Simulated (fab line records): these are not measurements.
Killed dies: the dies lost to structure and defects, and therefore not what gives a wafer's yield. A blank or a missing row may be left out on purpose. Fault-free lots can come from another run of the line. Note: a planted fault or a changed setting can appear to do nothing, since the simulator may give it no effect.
Split-lot experiment + flow n5Finfet + 39 wafers read from 7 lots, route of 1938 steps

SPLIT DETAILS
At N5_BEOL_M14_SPUTTER_44 (material Ta, target thk 15 nm, time 24.19 s), the setting timeS was moved away from the recipe's 24.19 s on 12 of the 39 wafers read, by -25.5% to +59.3%. For the rest of the wafers, this setting stayed at what the recipe calls for.

FROM THE SPLIT TO THE READING: what the file shows between them, 3 steps
- N5_BEOL_M14_SPUTTER_45: material Cu, target thk 100 nm, time 16.67 s
- N5_BEOL_M14_ECD_47: material Cu, target thk 1248 nm
- N5_BEOL_M14_ANNEAL_48: time 90 s

THE READING
barrierFieldEndpointS, in s, at N5_BEOL_M14_CMP_49 (polishes, stops on SiO2, t overpolish 5.2 s, target thk 560 nm). A value of 11.3 s with a standard deviation of 0.31 s is what fault-free wafers of this fab line usually give.

| wafer  | tool, chamber at the split | timeS as run, s | against the recipe | barrierFieldEndpointS, s | against lot-mates on the recipe |
|--------|----------------------------|-----------------|--------------------|--------------------------|---------------------------------|
| L080.2 | pvdSputter-03, -           | 24.19           | recipe             | 11.7                     | -                               |
| L080.4 | pvdSputter-03, -           | 24.19           | recipe             | 11.6                     | -                               |
| L080.3 | pvdSputter-03, -           | 38.53           | +59.3%             | 15.1                     | +3.4                            |
| L080.1 | pvdSputter-03, -           | 38.53           | +59.3%             | 15.4                     | +3.7                            |
| L080.5 | pvdSputter-03, -           | 24.19           | recipe             | 11.7                     | -                               |
| L080.6 | pvdSputter-03, -           | 38.53           | +59.3%             | 15.6                     | +3.9                            |
| L081.3 | pvdSputter-01, -           | 24.19           | recipe             | 11.3                     | -                               |
| L081.4 | pvdSputter-01, -           | 24.19           | recipe             | 11.5                     | -                               |
| L081.1 | pvdSputter-01, -           | 24.19           | recipe             | 11.8                     | -                               |
| L081.2 | pvdSputter-01, -           | 24.19           | recipe             | 11.0                     | -                               |
| L081.5 | pvdSputter-01, -           | 24.19           | recipe             | 11.4                     | -                               |
| L081.6 | pvdSputter-01, -           | 24.19           | recipe             | 11.3                     | -                               |
| L084.3 | pvdSputter-02, -           | 24.19           | recipe             | 11.6                     | -                               |
| L084.2 | pvdSputter-02, -           | 35.58           | +47.1%             | 14.6                     | +3.0                            |
| L084.4 | pvdSputter-02, -           | 24.19           | recipe             | 11.7                     | -                               |
| L084.1 | pvdSputter-02, -           | 35.58           | +47.1%             | 15.0                     | +3.4                            |
| L084.6 | pvdSputter-02, -           | 24.19           | recipe             | 11.5                     | -                               |
| L084.5 | pvdSputter-02, -           | 35.58           | +47.1%             | 14.9                     | +3.3                            |
| L086.4 | pvdSputter-02, -           | 24.19           | recipe             | 11.0                     | -                               |
| L086.1 | pvdSputter-02, -           | 24.19           | recipe             | 11.4                     | -                               |
| L086.2 | pvdSputter-02, -           | 24.19           | recipe             | 11.1                     | -                               |
| L086.3 | pvdSputter-02, -           | 24.19           | recipe             | 11.4                     | -                               |
| L086.5 | pvdSputter-02, -           | 24.19           | recipe             | 11.1                     | -                               |
| L086.6 | pvdSputter-02, -           | 24.19           | recipe             | 11.3                     | -                               |
| L087.4 | pvdSputter-02, -           | 24.19           | recipe             | 11.1                     | -                               |
| L087.3 | pvdSputter-02, -           | 18.03           | -25.5%             | 9.6                      | -1.4                            |
| L087.1 | pvdSputter-02, -           | 24.19           | recipe             | 11.2                     | -                               |
| L087.2 | pvdSputter-02, -           | 18.03           | -25.5%             | 9.6                      | -1.4                            |
| L087.5 | pvdSputter-02, -           | 18.03           | -25.5%             | 9.7                      | -1.3                            |
| L087.6 | pvdSputter-02, -           | 24.19           | recipe             | 10.8                     | -                               |
| L094.2 | pvdSputter-03, -           | 24.19           | recipe             | 11.0                     | -                               |
| L094.4 | pvdSputter-03, -           | 24.19           | recipe             | 11.4                     | -                               |
| L094.5 | pvdSputter-03, -           | 24.19           | recipe             | 11.1                     | -                               |
| L093.4 | pvdSputter-01, -           | 24.19           | recipe             | 11.1                     | -                               |
| L093.2 | pvdSputter-01, -           | 24.19           | recipe             | 11.6                     | -                               |
| L093.1 | pvdSputter-01, -           | 24.19           | recipe             | 11.2                     | -                               |
| L093.3 | pvdSputter-01, -           | 29.08           | +20.2%             | 13.1                     | +1.8                            |
| L093.5 | pvdSputter-01, -           | 29.08           | +20.2%             | 12.3                     | +1.0                            |
| L093.6 | pvdSputter-01, -           | 29.08           | +20.2%             | 12.3                     | +1.0                            |

FIT RESULTS
A straight line over all 39 wafers: barrierFieldEndpointS changes by +0.0695 s for each +1% of timeS; r = +0.98; the points scatter about the line by 0.27 s.
The same after taking each lot's own level away (the mean of its wafers on the recipe; 39 wafers): +0.0633 s for each +1%; r = +0.99; scatter 0.22 s.
Per that fit: largest timeS move, reading shift of 3.8 s.
The span of the lots' own levels, 11.03 to 11.67 s, comes to 2.0 times the standard deviation stated above.
So the lot-to-lot level changes the slope little: the two slopes agree.
Check: for one of the wafers moved furthest among these (+59.3%), held out of the fit, the line's prediction against its lot-mates is +3.86 s. It came out at +3.43 s against them.

THE WHOLE CHAIN: every reading that the file lists as answering this split, in the file's order
| step                   | what it does                                                   | reading                                                                          | change (the file's fit)               | r (the file's) |
|------------------------|----------------------------------------------------------------|----------------------------------------------------------------------------------|---------------------------------------|----------------|
| N5_BEOL_M14_SPUTTER_44 | material Ta, target thk 15 nm, time 24.19 s                    | Ta_of_BEOL_M14_SPUTTER_44.thkNm (the simulator's own value, which no gauge read) | +0.151 nm for each +1% of the setting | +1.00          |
| N5_BEOL_M14_CMP_49     | polishes, stops on SiO2, t overpolish 5.2 s, target thk 560 nm | barrierFieldEndpointS                                                            | +0.0636 s for each +1% of the setting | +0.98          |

THE FILE'S OWN FIT
barrierFieldEndpointS changes by +0.0636 s for each +1% of timeS, r = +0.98.
